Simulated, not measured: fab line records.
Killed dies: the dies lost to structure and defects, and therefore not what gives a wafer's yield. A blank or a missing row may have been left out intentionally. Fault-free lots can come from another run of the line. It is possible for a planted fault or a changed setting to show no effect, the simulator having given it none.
Which of the tools did it? ; flow nand_harc ; 12 lots with 36 wafers sampled at 7 steps, on a route of 1302 steps

## WHAT THE GAUGES SHOWED, per wafer
NHARC_P_STI_CD_MEAS_16. Usual: cd_nm 200.4 nm, standard deviation 2.1.
lot;measured;on;cd_nm (nm);flag
L219;day 3 09:53;cd_sem-03;199.3 197.6 202.5;
L221;day 4 02:53;cd_sem-02;198.0 197.6 200.1;
L223;day 4 21:05;cd_sem-02;195.7 200.2 196.8;
L224;day 5 07:49;cd_sem-01;203.3 198.5 198.9;
L227;day 6 13:52;cd_sem-02;199.6 200.9 200.6;
L228;day 6 23:24;cd_sem-03;202.0 199.6 203.5;
L229;day 7 08:52;cd_sem-02;201.3 201.4 202.3;
L230;day 7 20:35;cd_sem-02;198.2 200.1 197.8;
L231;day 8 06:02;cd_sem-03;201.1 202.9 202.7;
L236;day 10 06:51;cd_sem-02;201.1 200.9 203.0;
L239;day 11 12:40;cd_sem-02;200.4 198.7 200.2;
L241;day 12 09:14;cd_sem-03;199.4 199.9 204.2;

NHARC_P_STI_OCD_MEAS_17. Usual: trench_depth_nm 301 nm, standard deviation 4.9; trench_foot_cd_nm 158.5 nm, standard deviation 2.3.
lot;measured;on;trench_depth_nm (nm);trench_foot_cd_nm (nm);flag
L219;day 3 09:58;ocd-02;302 308 305;158.8 154.5 158.7;
L221;day 4 02:58;ocd-01;301 301 304;156.3 155.9 158.6;
L223;day 4 21:10;ocd-01;306 294 304;153.9 159.5 155.2;
L224;day 5 07:55;ocd-01;303 296 297;159.5 158.3 157.4;
L227;day 6 13:56;ocd-02;300 297 299;158.5 161.0 159.7;
L228;day 6 23:29;ocd-02;308 301 307;159.1 157.2 160.5;
L229;day 7 08:57;ocd-01;303 294 289;158.3 159.5 161.8;
L230;day 7 20:40;ocd-01;298 292 300;157.2 159.1 156.9;
L231;day 8 06:07;ocd-01;297 308 300;159.5 157.9 159.3;
L236;day 10 06:56;ocd-02;313 304 314;157.0 158.6 158.1;
L239;day 11 12:45;ocd-01;298 298 301;158.6 158.6 158.7;
L241;day 12 09:19;ocd-01;295 297 297;157.0 157.0 161.0;

NHARC_P_GATE_INSPECT_28. Usual: raw_defect_count 5.7, standard deviation 2.8.
lot;measured;on;raw_defect_count;flag
L219;day 5 11:07;defect_inspect-02;2 7 3;
L221;day 6 01:23;defect_inspect-01;3 4 2;
L223;day 7 01:20;defect_inspect-01;4 5 5;
L224;day 7 12:49;defect_inspect-02;7 3 7;
L227;day 8 15:37;defect_inspect-02;3 3 5;
L228;day 9 08:37;defect_inspect-01;5 6 3;
L229;day 9 15:48;defect_inspect-01;11 12 2;
L230;day 10 01:47;defect_inspect-02;1 8 12;
L231;day 10 05:38;defect_inspect-01;4 1 2;
L236;day 12 08:53;defect_inspect-01;5 13 6;
L239;day 13 14:03;defect_inspect-02;224 253 250;OFF
L241;day 14 20:47;defect_inspect-01;256 253 261;OFF

NHARC_P_GATE_INSPECT_68. Usual: raw_defect_count 188, standard deviation 70.
lot;measured;on;raw_defect_count;flag
L219;day 6 05:17;defect_inspect-02;176 244 105;
L221;day 6 19:47;defect_inspect-01;165 119 158;
L223;day 7 19:58;defect_inspect-01;153 162 214;
L224;day 8 07:08;defect_inspect-02;168 130 119;
L227;day 9 09:59;defect_inspect-01;302 201 350;
L228;day 10 03:00;defect_inspect-02;303 257 212;
L229;day 10 10:17;defect_inspect-01;348 187 192;
L230;day 10 21:05;defect_inspect-02;190 150 147;
L231;day 11 00:44;defect_inspect-01;325 287 220;
L236;day 13 03:02;defect_inspect-02;116 86 96;
L239;day 14 08:29;defect_inspect-02;379 484 404;OFF
L241;day 15 15:11;defect_inspect-01;384 406 367;

NHARC_END_SORT_01. Usual: killed_at_array 53, standard deviation 18; killed_at_other 1.0, standard deviation 1.2; killed_at_periphery 3.6, standard deviation 2.4; killed_dies 58, standard deviation 18; killed_open 3.4, standard deviation 1.8; killed_short 2.3, standard deviation 1.5.
lot;measured;on;killed_at_array;killed_at_other;killed_at_periphery;killed_dies;killed_open;killed_short;flag
L231;day 29 12:34;prober-02;64 58;4 1;1 0;69 59;3 5;3 2;
L239;day 33 10:32;prober-02;65 27 53;4 2 2;39 32 66;108 61 121;5 2 4;4 1 3;OFF
L241;day 34 12:29;prober-01;37 53 55;0 0 0;50 27 61;87 80 116;0 3 7;1 1 0;OFF

## EACH LOT AND THE TOOL THAT RAN IT (in order: tool; ch and the chambers of the sampled wafers; start)
lot;NHARC_P_GATE_STRIP_15;NHARC_P_GATE_STRIP_101
L219;wet_bench-03 ch 2,3,4, day 4 21:05;rie_diel-10 ch 0,1,2, day 5 22:02
L221;wet_bench-02 ch 1,3,4, day 5 10:36;rie_diel-10 ch 1,2,3, day 6 12:20
L223;wet_bench-09 ch 0,2,5, day 6 07:04;rie_diel-01 ch 0,1,3, day 7 12:25
L224;wet_bench-09 ch 3,4,7, day 6 23:23;rie_diel-03 ch 1,2, day 7 23:45
L227;wet_bench-09 ch 0,4,5, day 8 02:03;rie_diel-03 ch 0,3, day 9 02:33
L228;wet_bench-03 ch 0,1,5, day 8 11:44;rie_diel-10 ch 0,2,3, day 9 19:46
L229;wet_bench-02 ch 1,5,6, day 8 18:52;rie_diel-10 ch 0,2,3, day 10 02:47
L230;wet_bench-03 ch 1,5,7, day 9 11:45;rie_diel-10 ch 0,1,3, day 10 12:46
L231;wet_bench-09 ch 3,4,5, day 9 15:31;rie_diel-01 ch 0,2,3, day 10 16:32
L236;wet_bench-02 ch 2,4,5, day 11 17:29;rie_diel-01 ch 0,1,2, day 12 19:41
L239;wet_bench-09 ch 0,1,2, day 12 23:44;rie_diel-10 ch 0,1,3, day 14 01:01
L241;wet_bench-09 ch 0,6,7, day 13 22:23;rie_diel-01 ch 0,1,2, day 15 07:40
- NHARC_P_GATE_STRIP_15: strips in SPM, time 780 s.
- NHARC_P_GATE_STRIP_101: strips in O2, time 20 s.

## AS READ BY THE TOOLS THEMSELVES (means over the sampled wafers that have a number; for cases with no such wafer, the mark the record gives instead)
NHARC_P_GATE_STRIP_15. Usual: temp_c 129.99 C, standard deviation 0.14.
lot;tool;temp_c (C);flag
L219;wet_bench-03;130.06;
L221;wet_bench-02;129.89;
L223;wet_bench-09;130.03;
L224;wet_bench-09;130.06;
L227;wet_bench-09;130.01;
L228;wet_bench-03;130.00;
L229;wet_bench-02;130.01;
L230;wet_bench-03;129.96;
L231;wet_bench-09;130.00;
L236;wet_bench-02;129.99;
L239;wet_bench-09;129.99;
L241;wet_bench-09;129.99;

NHARC_P_GATE_STRIP_101. Usual: drypump_motor_current_A 5.6 A, standard deviation 0.37; o2_flow_sccm 499.7 sccm, standard deviation 1.4; oes_product_au 0.998 a.u., standard deviation 0.01; rf_vpp_V 57.9 V, standard deviation 0.94; showerhead_plenum_p_Torr 3.55 Torr, standard deviation 0.12; throttle_valve_pct 17.037 %, standard deviation 0.0092.
lot;tool;drypump_motor_current_A (A);o2_flow_sccm (sccm);oes_product_au (a.u.);rf_vpp_V (V);showerhead_plenum_p_Torr (Torr);throttle_valve_pct (%);flag
L219;rie_diel-10;5.8;499.4;0.998;58.6;3.63;17.038;
L221;rie_diel-10;5.6;500.2;0.994;57.6;3.52;17.040;
L223;rie_diel-01;5.2;498.7;1.002;56.8;3.50;17.038;
L224;rie_diel-03;5.3;499.0;0.986;58.2;3.62;17.026;
L227;rie_diel-03;5.6;500.2;0.996;57.8;3.54;17.027;
L228;rie_diel-10;5.8;499.6;0.991;58.2;3.60;17.037;
L229;rie_diel-10;5.8;500.0;0.999;58.2;3.60;17.035;
L230;rie_diel-10;5.7;499.7;0.998;57.6;3.58;17.031;
L231;rie_diel-01;5.3;500.9;0.995;57.1;3.43;17.030;
L236;rie_diel-01;5.5;499.9;0.998;56.8;3.51;17.039;
L239;rie_diel-10;5.7;500.1;1.001;57.4;3.58;17.057;
L241;rie_diel-01;5.5;500.4;1.005;57.7;3.51;17.040;

## THE ANSWER, worked out from the rows above alone
Rule: take the mean of a lot's wafers that have a number; if it is more than 3 standard deviations from the usual mean, the lot is off. Also off: a lot with no number at a reading for which 4 or more lots have one. The other lots that the step has rows for count as sound. First the gauges in route order, then the tools' own readings, where a lot's mean is used as printed above. At the first step where some lot is off, the reading lying furthest off is the one used; lots without a number count as furthest.
Off: L239, L241, at NHARC_P_GATE_INSPECT_28 (raw_defect_count).
If a tool, at a process step before that reading, ran all the lots that are off and no sound lot after the first of them, it fits. Not tried: the gauges at NHARC_P_GATE_INSPECT_28; whatever is off there is also off at NHARC_END_SORT_01, on other tools, and gauge error can't account for it. One fits: NHARC_P_GATE_STRIP_15 on wet_bench-09. A fault onset in the window from L231 (day 9 15:31, its last sound lot) to L239 (day 12 23:44, its first lot off) fits.

## WHAT WAS PUT IN BY THE SIMULATOR
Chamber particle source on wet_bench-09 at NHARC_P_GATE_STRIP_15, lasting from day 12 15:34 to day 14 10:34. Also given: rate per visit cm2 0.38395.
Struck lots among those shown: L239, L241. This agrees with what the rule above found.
